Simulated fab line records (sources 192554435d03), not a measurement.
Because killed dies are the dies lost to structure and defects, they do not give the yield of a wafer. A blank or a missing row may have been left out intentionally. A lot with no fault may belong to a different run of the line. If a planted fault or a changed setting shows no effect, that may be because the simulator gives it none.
fab line records ; flow n5_finfet ; part 2 of 2: steps 5 to 6 of 6
record: lots: 23; wafers: 69; last_day: 19
route steps=1938 shown BEOL_M0_SAQP@632 BEOL_M0@716
lots that met no fault: from a run of the same line without faults
start_h: start of the lot's first displayed wafer, in hours after the record's first day ; wait_h: time in hours since the lot's previous step ; " same as the row above ; L1.1+2: a row that stands for several wafers ; - either no value or no given start ; * or withheld: withheld ; < > ~ a bound
route shown NAME@n: names a module that has steps shown in the file, with the first one's number in the route ; usual: the fault-free wafers' mean and standard deviation ; same: alike in all rows ; chamber/n: place in a boat ; sites: readings site by site ; _std_site: standard deviation across them ; _edge_site: the outer-site mean with the inner-site mean subtracted ; radius_mm: how far each site lies from the wafer's centre ; mask NAME#n: copy n ; behind: the tool/chamber that last shaped the wafer ; hold: why the lot went on hold/how many hours it stayed there/how the hold came to an end ; device: names the non-switching transistor (n, p or np) ; end of line: the route-end tests of the same wafers ; a step with no rows: only its recipe ; killed: at the first sort, the dies lost to defects and structure; wafer yield is something else ; map: a wafer's dies, marking killed ones x, the rest . and places with no die _
set.NAME: the setting that was run; set.NAME@STEP: the one run at that earlier step ; model.NAME: the simulator's own value behind a step, which no gauge read
the route's steps for a sample of lots (tables are steps, rows are wafers)
services: when a tool's chamber went out of use (start_h, in hours from the record's first day, below 0 if earlier), for how many hours, and the reason
== steps ==
step: N5_BEOL_M0_HM_OPEN_105
recipe: chemistry: Cl2/BCl3; target_depth_a: 120; target: TiN; ion_energy_ev: 150; pressure_mtorr: 10; icp_w: 1000; bias_w: 126; Cl2_flow_sccm: 53.25; bcl3_flow_sccm: 21.75; Ar_flow_sccm: 25
usual: drypump_motor_current_A: 5.8/0.34; he_backside_leak_sccm: 3.29/0.24; oes_product_au: 0.75/0.091; throttle_valve_pct: 22.00/0.26
lot.wafer;tool;chamber;start_h;wait_h;drypump_motor_current_A;he_backside_leak_sccm;oes_product_au;rf_hours_counter_h;throttle_valve_pct
L074.2;rie_metal-03;1;113.50;0.8;5.4;3.27;0.59;142;21.80
L074.3;rie_metal-03;0;113.50;0.8;6.3;3.56;0.79;-;22.05
L074.5;rie_metal-03;0;113.50;0.8;6.3;3.55;0.79;-;22.07
L075.3;rie_metal-02;0;120.03;1.3;5.3;3.60;0.64;-;21.97
L075.5;rie_metal-02;1;120.03;1.3;5.9;3.19;0.75;-;22.12
L075.6;rie_metal-02;0;120.03;1.3;5.3;3.62;0.64;-;21.98
L076.2;rie_metal-01;1;129.46;1.8;5.5;3.02;0.80;33;22.35
L076.4;rie_metal-01;0;129.46;1.8;6.0;3.21;0.71;-;21.78
L076.5;rie_metal-01;0;129.46;1.8;6.0;3.25;0.70;-;21.77
L078.1;rie_metal-03;0;138.78;0.1;6.3;3.49;0.78;37;22.04
L078.3;rie_metal-03;1;138.78;0.1;5.4;3.31;0.58;-;21.81
L078.5;rie_metal-03;1;138.78;0.1;5.4;3.34;0.59;-;21.82
L079.3;rie_metal-01;1;143.99;1.7;5.4;3.12;0.79;-;22.35
L079.4;rie_metal-01;0;143.99;1.7;6.0;3.22;0.70;-;21.77
L079.6;rie_metal-01;0;143.99;1.7;6.0;3.42;0.70;-;21.78
L080.1;rie_metal-03;0;149.99;1.1;6.3;3.50;0.79;38;22.06
L080.3;rie_metal-03;0;149.99;1.1;6.2;3.69;0.79;-;22.07
L080.4;rie_metal-03;0;149.99;1.1;6.2;3.60;0.79;-;22.08
L082.1;rie_metal-01;1;162.09;2.6;5.4;3.06;0.79;35;22.35
L082.3;rie_metal-01;0;162.09;2.6;6.0;3.14;0.70;-;21.80
L082.4;rie_metal-01;1;162.09;2.6;5.4;3.00;0.79;-;22.34
L081.1;rie_metal-02;0;162.19;5.1;5.3;3.66;0.62;127;21.99
L081.2;rie_metal-02;1;162.19;5.1;5.9;3.17;0.74;65;22.14
L081.5;rie_metal-02;0;162.19;5.1;5.3;3.65;0.62;-;21.99
L083.1;rie_metal-01;1;168.93;0.1;5.5;3.19;0.80;36;22.34
L083.3;rie_metal-01;1;168.93;0.1;5.5;3.23;0.78;-;22.36
L083.6;rie_metal-01;0;168.93;0.1;6.0;3.06;0.70;-;21.79
L084.1;rie_metal-02;0;177.62;2.2;5.3;3.57;0.62;128;22.00
L084.3;rie_metal-02;1;177.62;2.2;5.9;3.43;0.73;-;22.15
L084.4;rie_metal-02;0;177.62;2.2;5.3;3.51;0.61;-;21.99
L086.1;rie_metal-03;1;190.05;2.5;5.4;2.94;0.95;3;21.46
L086.2;rie_metal-03;0;190.05;2.5;6.3;3.60;0.77;43;22.08
L086.6;rie_metal-03;0;190.05;2.5;6.2;3.61;0.78;-;22.06
L085.3;rie_metal-01;0;191.50;0.1;6.0;3.38;0.69;-;21.81
L085.4;rie_metal-01;1;191.50;0.1;5.5;3.08;0.79;-;22.35
L085.6;rie_metal-01;1;191.50;0.1;5.5;3.08;0.78;-;22.35
L087.3;rie_metal-03;0;198.95;4.7;6.3;3.41;0.78;-;22.07
L087.5;rie_metal-03;0;198.95;4.7;6.3;3.35;0.77;-;22.08
L087.6;rie_metal-03;1;198.95;4.7;5.4;3.18;0.95;-;21.50
L088.1;rie_metal-03;0;200.91;0.1;6.3;3.62;0.78;44;22.08
L088.3;rie_metal-03;0;200.91;0.1;6.3;3.40;0.78;-;22.06
L088.5;rie_metal-03;0;200.91;0.1;6.3;3.34;0.78;-;22.07
L089.3;rie_metal-01;1;207.00;0.2;5.4;3.09;0.77;-;22.36
L089.5;rie_metal-01;1;207.00;0.2;5.4;3.09;0.78;-;22.37
L089.6;rie_metal-01;0;207.00;0.2;6.0;3.21;0.68;-;21.81
L091.1;rie_metal-01;1;212.80;1.2;5.5;2.97;0.79;38;22.34
L091.2;rie_metal-01;0;212.80;1.2;6.0;3.27;0.69;72;21.78
L091.4;rie_metal-01;0;212.80;1.2;6.0;3.30;0.69;-;21.79
L090.1;rie_metal-03;0;212.87;4.0;6.3;3.58;0.78;44;22.06
L090.2;rie_metal-03;1;212.87;4.0;5.4;3.19;0.94;4;21.46
L090.4;rie_metal-03;0;212.87;4.0;6.2;3.31;0.77;-;22.06
L092.1;rie_metal-01;0;222.81;2.6;6.0;3.31;0.69;73;21.79
L092.2;rie_metal-01;1;222.81;2.6;5.4;3.15;0.78;39;22.36
L092.6;rie_metal-01;1;222.81;2.6;5.5;3.05;0.78;-;22.36
L093.1;rie_metal-02;1;226.46;0.1;5.9;3.03;0.71;72;22.14
L093.3;rie_metal-02;1;226.46;0.1;5.9;3.19;0.72;-;22.14
L093.6;rie_metal-02;1;226.46;0.1;5.9;3.20;0.72;-;22.18
L094.1;rie_metal-02;1;233.81;2.9;5.9;3.44;0.72;73;22.13
L094.3;rie_metal-02;1;233.81;2.9;5.9;3.18;0.71;-;22.15
L094.4;rie_metal-02;1;233.81;2.9;5.9;3.32;0.72;-;22.15
L095.1;rie_metal-03;0;241.62;0.1;6.3;3.49;0.76;48;22.10
L095.2;rie_metal-03;1;241.62;0.1;5.4;3.04;0.91;8;21.50
L095.5;rie_metal-03;0;241.62;0.1;6.2;3.71;0.75;-;22.09
L097.2;rie_metal-02;1;252.96;0.2;5.9;3.02;0.71;75;22.14
L097.5;rie_metal-02;0;252.96;0.2;5.3;3.40;0.97;-;21.75
L097.6;rie_metal-02;1;252.96;0.2;5.9;3.07;0.71;-;22.15
L096.1;rie_metal-01;1;258.40;1.1;5.5;3.09;0.76;42;22.36
L096.5;rie_metal-01;1;258.40;1.1;5.5;3.17;0.77;-;22.36
L096.6;rie_metal-01;0;258.40;1.1;6.0;3.25;0.68;-;21.80
step: N5_BEOL_M0_TRENCH_ETCH_107
recipe: chemistry: C4F6/O2; target_depth_a: 328; target: SiOC; time_s: 16.4; ion_energy_ev: 250; pressure_mtorr: 30; source_w: 355; bias_w: 185; Ar_flow_sccm: 300; C4F6_flow_sccm: 10; O2_flow_sccm: 10
usual: drypump_motor_current_A: 5.7/0.36; oes_product_au: 0.82/0.1; rf_vpp_V: 666/4.3; showerhead_plenum_p_Torr: 2.83/0.083; throttle_valve_pct: 20.76/0.25
lot.wafer;tool;chamber;start_h;wait_h;drypump_motor_current_A;oes_product_au;rf_hours_counter_h;rf_vpp_V;showerhead_plenum_p_Torr;throttle_valve_pct
L074.2;rie_diel-06;1;114.04;0.0;5.6;0.75;156;665;2.84;20.65
L074.3;rie_diel-06;0;114.04;0.0;5.3;0.86;31;666;3.03;20.77
L074.5;rie_diel-06;0;114.04;0.0;5.3;0.87;-;665;3.03;20.79
L075.3;rie_diel-01;2;120.86;0.0;5.7;0.90;-;664;2.79;20.40
L075.5;rie_diel-01;2;120.86;0.0;5.7;0.91;-;667;2.79;20.40
L075.6;rie_diel-01;1;120.86;0.0;5.5;0.71;-;671;2.83;21.27
L076.2;rie_diel-02;3;129.89;0.0;5.2;0.75;168;667;2.97;20.74
L076.4;rie_diel-02;2;129.89;0.0;5.7;0.92;-;664;2.79;20.58
L076.5;rie_diel-02;0;129.89;0.0;5.9;0.73;-;673;2.95;20.57
L078.1;rie_diel-06;3;139.48;0.0;6.2;0.70;217;657;2.70;20.92
L078.3;rie_diel-06;2;139.48;0.0;5.7;0.97;4;658;2.80;20.66
L078.5;rie_diel-06;2;139.48;0.0;5.7;0.97;-;657;2.80;20.65
L079.3;rie_diel-01;2;144.37;0.0;5.7;0.89;38;666;2.79;20.42
L079.4;rie_diel-01;2;144.37;0.0;5.7;0.89;-;666;2.79;20.40
L079.6;rie_diel-01;1;144.37;0.0;5.5;0.70;-;671;2.82;21.30
L080.1;rie_diel-06;1;150.50;0.0;5.6;0.73;169;665;2.83;20.69
L080.3;rie_diel-06;0;150.50;0.0;5.3;0.84;43;666;3.02;20.80
L080.4;rie_diel-06;3;150.50;0.0;6.2;0.68;220;658;2.70;20.90
L082.1;rie_diel-01;1;162.57;0.0;5.5;0.70;220;670;2.82;21.29
L082.3;rie_diel-01;3;162.57;0.0;6.4;1.00;4;671;2.81;20.67
L082.4;rie_diel-01;1;162.57;0.0;5.5;0.70;-;672;2.82;21.30
L081.1;rie_diel-06;3;162.66;0.0;6.2;0.69;224;657;2.70;20.89
L081.2;rie_diel-06;2;162.66;0.0;5.7;0.94;10;657;2.79;20.66
L081.5;rie_diel-06;0;162.66;0.0;5.3;0.84;-;665;3.02;20.82
L083.1;rie_diel-01;2;169.63;0.0;5.7;0.87;50;666;2.78;20.43
L083.3;rie_diel-01;3;169.63;0.0;6.4;0.97;7;669;2.81;20.69
L083.6;rie_diel-01;2;169.63;0.0;5.8;0.87;-;666;2.78;20.42
L084.1;rie_diel-02;1;178.22;0.0;5.9;0.91;18;662;2.79;20.62
L084.3;rie_diel-02;3;178.22;0.0;5.2;0.73;186;668;2.96;20.77
L084.4;rie_diel-02;2;178.22;0.0;5.7;0.88;39;664;2.78;20.62
L086.1;rie_diel-02;2;191.19;0.0;5.6;0.87;43;664;2.78;20.61
L086.2;rie_diel-02;1;191.19;0.0;5.8;0.90;22;662;2.79;20.63
L086.6;rie_diel-02;3;191.19;0.0;5.2;0.73;-;667;2.95;20.78
L085.3;rie_diel-06;0;191.87;0.0;5.3;0.83;58;665;3.02;20.81
L085.4;rie_diel-06;3;191.87;0.0;6.2;0.69;-;658;2.70;20.93
L085.6;rie_diel-06;2;191.87;0.0;5.7;0.91;-;657;2.79;20.67
L087.3;rie_diel-02;1;199.33;0.0;5.8;0.90;25;663;2.79;20.64
L087.5;rie_diel-02;2;199.33;0.0;5.7;0.88;-;663;2.78;20.61
L087.6;rie_diel-02;3;199.33;0.0;5.2;0.73;-;667;2.95;20.78
L088.1;rie_diel-06;1;201.28;0.0;5.6;0.73;178;665;2.83;20.72
L088.3;rie_diel-06;3;201.28;0.0;6.2;0.68;238;656;2.69;20.93
L088.5;rie_diel-06;3;201.28;0.0;6.1;0.69;-;658;2.69;20.95
L089.3;rie_diel-01;0;207.45;0.0;5.3;0.96;9;665;2.79;20.71
L089.5;rie_diel-01;3;207.45;0.0;6.4;0.94;-;669;2.80;20.72
L089.6;rie_diel-01;0;207.45;0.0;5.2;0.97;-;665;2.79;20.72
L091.1;rie_diel-01;0;213.39;0.0;5.2;0.96;10;664;2.79;20.73
L091.2;rie_diel-01;1;213.39;0.0;5.5;0.68;241;670;2.81;21.33
L091.4;rie_diel-01;3;213.39;0.0;6.4;0.93;23;669;2.80;20.72
L090.1;rie_diel-01;0;213.51;0.0;5.2;0.95;10;666;2.79;20.71
L090.2;rie_diel-01;1;213.51;0.0;5.5;0.68;241;673;2.81;21.34
L090.4;rie_diel-01;2;213.51;0.0;5.8;0.85;67;666;2.78;20.44
L092.1;rie_diel-02;3;223.34;0.0;5.2;0.72;202;668;2.95;20.79
L092.2;rie_diel-02;2;223.34;0.0;5.7;0.86;55;663;2.78;20.63
L092.6;rie_diel-02;2;223.34;0.0;5.6;0.86;-;662;2.78;20.61
L093.1;rie_diel-01;1;227.18;0.0;5.6;0.67;246;670;2.81;21.34
L093.3;rie_diel-01;0;227.18;0.0;5.2;0.95;16;664;2.79;20.73
L093.6;rie_diel-01;2;227.18;0.0;5.7;0.85;-;666;2.77;20.46
L094.1;rie_diel-01;0;234.37;0.0;5.2;0.94;18;667;2.79;20.73
L094.3;rie_diel-01;1;234.37;0.0;5.5;0.67;248;670;2.80;21.35
L094.4;rie_diel-01;2;234.37;0.0;5.7;0.85;74;665;2.77;20.47
L095.1;rie_diel-02;0;241.98;0.0;5.9;0.71;190;674;2.94;20.62
L095.2;rie_diel-02;1;241.98;0.0;5.9;0.86;42;662;2.78;20.65
L095.5;rie_diel-02;0;241.98;0.0;5.9;0.70;-;672;2.94;20.63
L097.2;rie_diel-01;0;253.47;0.0;5.2;0.91;27;666;2.78;20.74
L097.5;rie_diel-01;2;253.47;0.0;5.7;0.82;-;666;2.77;20.49
L097.6;rie_diel-01;0;253.47;0.0;5.2;0.91;-;663;2.78;20.74
L096.1;rie_diel-02;1;259.00;0.0;5.9;0.85;48;661;2.78;20.66
L096.5;rie_diel-02;1;259.00;0.0;5.8;0.84;-;662;2.78;20.66
L096.6;rie_diel-02;2;259.00;0.0;5.7;0.84;-;663;2.77;20.63
== services ==
tool;chamber;start_h;hours;kind
rie_diel-03;-;87.04;0.8;repair
pecvd-01;1;90.44;5.9;repair
rie_diel-04;3;95.97;9.2;repair
rie_diel-03;2;97.05;64.8;repair
rie_diel-06;2;112.37;4.9;repair
rie_diel-01;3;112.40;-;clean
rie_diel-01;3;112.40;-;consumable_replace:focus_ring
rie_diel-01;3;112.40;41.4;scheduled_down
rie_diel-01;0;119.86;2.2;repair
rie_diel-05;-;140.08;0.4;repair
rie_metal-02;-;142.27;2.2;repair
rie_diel-06;1;164.44;9.9;repair
rie_metal-01;-;176.48;14.6;pm
rie_diel-01;3;177.60;5.2;repair
pecvd-02;-;181.53;0.9;repair
rie_diel-06;1;183.55;8.8;repair
pecvd-01;-;189.49;2.2;repair
rie_diel-02;0;212.15;22.1;repair
rie_diel-06;3;215.95;2.9;repair
pecvd-01;0;217.93;1.7;repair
pecvd-02;-;229.79;2.9;repair
rie_diel-03;1;235.73;2.8;repair
pecvd-04;-;247.94;0.7;repair
rie_diel-03;-;252.66;2.8;pm
